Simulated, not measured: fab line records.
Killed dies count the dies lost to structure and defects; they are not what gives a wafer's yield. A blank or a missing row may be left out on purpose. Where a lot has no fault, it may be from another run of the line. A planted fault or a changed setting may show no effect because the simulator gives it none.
Split-lot study + flow n5_finfet + 7 lots, 21 wafers read, on a route of 1938 steps

THE SPLIT
At N5_BEOL_M7_VIA_ETCH_34 (etches SiCOH lowk in C4F6/O2, target depth 125.5 nm, time 50.5 s), the setting source_w was moved away from the recipe's 345 W on 7 of the 21 wafers read, by -11.8% to +9.4%. All remaining wafers had this setting at the recipe value.

The split's own step is where the reading is taken.

THE READING
rf_vpp_V, in V, at N5_BEOL_M7_VIA_ETCH_34 (etches SiCOH lowk in C4F6/O2, target depth 125.5 nm, time 50.5 s). A value of 666 V with a standard deviation of 7.7 V is what fault-free wafers of this fab line usually give.

| wafer  | tool, chamber at the split | source_w as run, W | against the recipe | rf_vpp_V, V | against lot-mates on the recipe |
|--------|----------------------------|--------------------|--------------------|-------------|---------------------------------|
| L077.3 | rie_diel-06, 1             | 377.5              | +9.4%              | 643         | -28                             |
| L077.5 | rie_diel-06, 1             | 345                | recipe             | 675         | -                               |
| L077.6 | rie_diel-06, 2             | 345                | recipe             | 667         | -                               |
| L078.1 | rie_diel-06, 0             | 345                | recipe             | 655         | -                               |
| L078.2 | rie_diel-06, 3             | 345                | recipe             | 672         | -                               |
| L078.3 | rie_diel-06, 2             | 345                | recipe             | 667         | -                               |
| L083.4 | rie_diel-06, 2             | 345                | recipe             | 669         | -                               |
| L083.5 | rie_diel-06, 1             | 304.2              | -11.8%             | 719         | +50                             |
| L083.6 | rie_diel-06, 2             | 304.2              | -11.8%             | 712         | +43                             |
| L088.2 | rie_diel-03, 2             | 373.1              | +8.1%              | 638         | -39                             |
| L088.3 | rie_diel-03, 0             | 373.1              | +8.1%              | 652         | -25                             |
| L088.5 | rie_diel-03, 0             | 345                | recipe             | 677         | -                               |
| L086.1 | rie_diel-05, 0             | 345                | recipe             | 656         | -                               |
| L086.4 | rie_diel-05, 1             | 345                | recipe             | 676         | -                               |
| L086.5 | rie_diel-05, 0             | 345                | recipe             | 657         | -                               |
| L087.1 | rie_diel-03, 1             | 345                | recipe             | 661         | -                               |
| L087.4 | rie_diel-03, 0             | 345                | recipe             | 679         | -                               |
| L087.6 | rie_diel-03, 1             | 345                | recipe             | 660         | -                               |
| L092.2 | rie_diel-06, 3             | 345                | recipe             | 671         | -                               |
| L092.3 | rie_diel-06, 2             | 310.9              | -9.9%              | 704         | +33                             |
| L092.5 | rie_diel-06, 0             | 310.9              | -9.9%              | 691         | +20                             |

FIT RESULTS
A straight line over all 21 wafers: rf_vpp_V changes by -3.31 V for each +1% of source_w; r = -0.92; the points scatter about the line by 8.3 V.
The same after taking each lot's own level away (the mean of its wafers on the recipe; 21 wafers): -3.47 V for each +1%; r = -0.94; scatter 7.6 V.
On that fit, the largest move of source_w shifts the reading by 41 V.
Across the lots, their own levels run from 663.0 to 677.0 V, a range of 1.8 times the standard deviation given above.
Hence the lot-to-lot level has little effect on the slope; both slopes agree.
Check: +37.9 V against its lot-mates is what the line predicts for one of the wafers moved furthest among these (-11.8%) when that wafer is left out of the fit. Against them it came out at +50 V.
Tool readings at the split's step, against how far the setting was moved: rf_vpp_V r = -0.92.

THE OTHER SPLITS THESE WAFERS WENT THROUGH
Other splits were also applied to these wafers ahead of the reading. Each is held against what the fit with the lots' levels taken away leaves over:
| other split on the same wafers | wafers away from the commonest value | r with rf_vpp_V (lot level and that fit taken away) |
|--------------------------------|--------------------------------------|-----------------------------------------------------|
| N5_BEOL_M5_EXPOSE_08 dose_mj   | 8                                    | -0.22                                               |
| N5_BEOL_M5_DEP_56 time_s       | 6                                    | -0.01                                               |
| N5_BEOL_M7_EXPOSE_25 dose_mj   | 8                                    | -0.23                                               |

THE WHOLE CHAIN: every reading that the file lists as answering this split, in the file's order
| step                   | what it does                                                     | reading                                                        | change (the file's fit)               | r (the file's) |
|------------------------|------------------------------------------------------------------|----------------------------------------------------------------|---------------------------------------|----------------|
| N5_BEOL_M7_VIA_ETCH_34 | etches SiCOH lowk in C4F6/O2, target depth 125.5 nm, time 50.5 s | rf_vpp_V                                                       | -3.38 V for each +1% of the setting   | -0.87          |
| N5_BEOL_M7_VIA_ETCH_34 | etches SiCOH lowk in C4F6/O2, target depth 125.5 nm, time 50.5 s | etch.depth_nm (the simulator's own value, which no gauge read) | +0.641 nm for each +1% of the setting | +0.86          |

FILE'S OWN FIT
rf_vpp_V changes by -3.38 V for each +1% of source_w, r = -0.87.
